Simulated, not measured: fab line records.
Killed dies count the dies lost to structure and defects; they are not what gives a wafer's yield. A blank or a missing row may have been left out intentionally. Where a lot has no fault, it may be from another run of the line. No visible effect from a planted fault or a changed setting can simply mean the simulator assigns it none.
Code-filled problem report in 8D (eight disciplines) form + flow nandHarc + the parts of the form that need people (team, actions taken, sign-off) are left out

## 1. THE ISSUE
Wafers with no fault read 65 with a standard deviation of 20, whereas killedDies at NHARC_END_SORT_01 reads a mean of 677 on 1 wafer of 1 lot. That puts it +31 standard deviations away from the usual mean.
First seen on wafer L800.4, day 32 21:38, on prober-01. Wafers with a number at this step in the record: 36, from 12 lots. Rule for "out" (also "out of limits"): further than 4 standard deviations from the usual mean. Any other wafer with a number is counted as sound.

## 2. WHAT IT IS; WHAT IT IS NOT
| question                    | is                        | is not                                                              |
|-----------------------------|---------------------------|---------------------------------------------------------------------|
| which readings at this step | killedDies, killedAtArray | killedAtOther, killedAtPeriphery, killedOpen, killedShort           |
| which lots                  | L800                      | L780, L781, L782, L783, L785, L787, L789, L793, L795, L797, L803    |
| which wafers of those lots  | L800.4                    | L800.1, L800.3                                                      |
| read on which gauges        | prober-01                 | prober-02                                                           |
| when                        | from day 32 21:38         | up to then (32 sound wafers); but 3 sound wafers of L803 came after |

## 3. THE SUSPECTS, EACH WITH WHAT RULES IT OUT
Counting: any tool at a process step up to the reading remains a suspect provided it ran every lot that is out. Sound lots after the first of them don't rule it out here, since some wafers of a struck lot are sound.
- the gauge at NHARC_END_SORT_01 is ruled out. All the wafers that are out were read on prober-01, but those of them that NHARC_A_STAIRCASE_ETCH_27 has rows for are out there too, on other tools.
- rieDiel-07 at NHARC_A_STAIRCASE_TRIM_12 (chemistry O2, time 211.2 s): kept. It ran the lot that is out, L800 (day 23 12:17); its last sound lot up to then is L787 (day 18 12:37).
- rieDiel-07 at NHARC_A_STAIRCASE_ETCH_19 (etches the open film in C4F8/O2, target depth 100 nm, time 40.5 s): kept. It ran the lot that is out, L800 (day 23 14:16); its last sound lot up to then is L787 (day 18 14:31). With no start given for some of its lots, NHARC_A_STAIRCASE_ETCH_19 uses the hours and lot order of NHARC_A_STAIRCASE_ETCH_27.
- rieDiel-07 at NHARC_A_STAIRCASE_ETCH_21 (etches the open film in C4F8/O2, target depth 100 nm, time 40.5 s): kept. It ran the lot that is out, L800 (day 23 14:16); its last sound lot up to then is L787 (day 18 14:31). With no start given for some of its lots, NHARC_A_STAIRCASE_ETCH_21 uses the hours and lot order of NHARC_A_STAIRCASE_ETCH_27.
- rieDiel-07 at NHARC_A_STAIRCASE_ETCH_27 (etches the open film in C4F8/O2, target depth 100 nm, time 40.5 s): kept. It ran the lot that is out, L800 (day 23 14:16); its last sound lot up to then is L787 (day 18 14:31). On those wafers its own readings are out: runLengthS.
- rieDiel-07, NHARC_A_STAIRCASE_TRIM_12: wafers that are out in chamber 0, sound lot-mates in chambers 2, 3.
- rieDiel-07, NHARC_A_STAIRCASE_ETCH_19: wafers that are out in chamber 2, sound lot-mates in chambers 0, 3.
- rieDiel-07, NHARC_A_STAIRCASE_ETCH_21: wafers that are out in chamber 2, sound lot-mates in chambers 1, 3.
- rieDiel-07, NHARC_A_STAIRCASE_ETCH_27: wafers that are out in chamber 0, sound lot-mates in chambers 1, 2.
Left after counting: rieDiel-07 at NHARC_A_STAIRCASE_TRIM_12, rieDiel-07 at NHARC_A_STAIRCASE_ETCH_19, rieDiel-07 at NHARC_A_STAIRCASE_ETCH_21, rieDiel-07 at NHARC_A_STAIRCASE_ETCH_27.

## 4. THE CAUSE (what the simulator had put in)
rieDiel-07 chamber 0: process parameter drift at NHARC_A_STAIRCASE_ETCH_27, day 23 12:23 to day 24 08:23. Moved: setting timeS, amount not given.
Of the 4 suspects that counting leaves, this tool is one.

## 5. SEQUENCE OF EFFECTS, ordered by route
Each row: a reading where the mean over the struck wafers with a number is more than 3 standard deviations away from the usual. Readings are gone through only where the record gives a usual standard deviation; hours: the median, over the lots, of the time from a lot's start at the first step in this table giving one to that lot's start at this step; sigmas: the change measured in usual standard deviations.
| hours | step                      | reading       | usual  | on struck wafers | change | sigmas |
|-------|---------------------------|---------------|--------|------------------|--------|--------|
| 0     | NHARC_A_STAIRCASE_ETCH_27 | runLengthS    | 61.7 s | 49.2             | -12.5  | -25    |
| 223   | NHARC_END_SORT_01         | killedAtArray | 60     | 673              | +613   | +29    |
| 223   | NHARC_END_SORT_01         | killedDies    | 65     | 677              | +612   | +31    |
Process steps it contains:
- NHARC_A_STAIRCASE_ETCH_27: etches the open film in C4F8/O2, target depth 100 nm, time 40.5 s.

## 6. WHAT WOULD HAVE CAUGHT IT SOONER
The first out-of-limits reading at a measuring or inspecting step in this record came at day 32 21:38, 225 hours after the fault's start at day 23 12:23.
Tool's own readings at NHARC_A_STAIRCASE_ETCH_27, runLengthS: out on all struck wafers the step has rows for; an alarm limit on them would have tripped on the first.
Lots out: 1; all had begun NHARC_A_STAIRCASE_ETCH_27 on rieDiel-07 by day 32 21:38. None of them would have been spared by holding the tool at that moment.
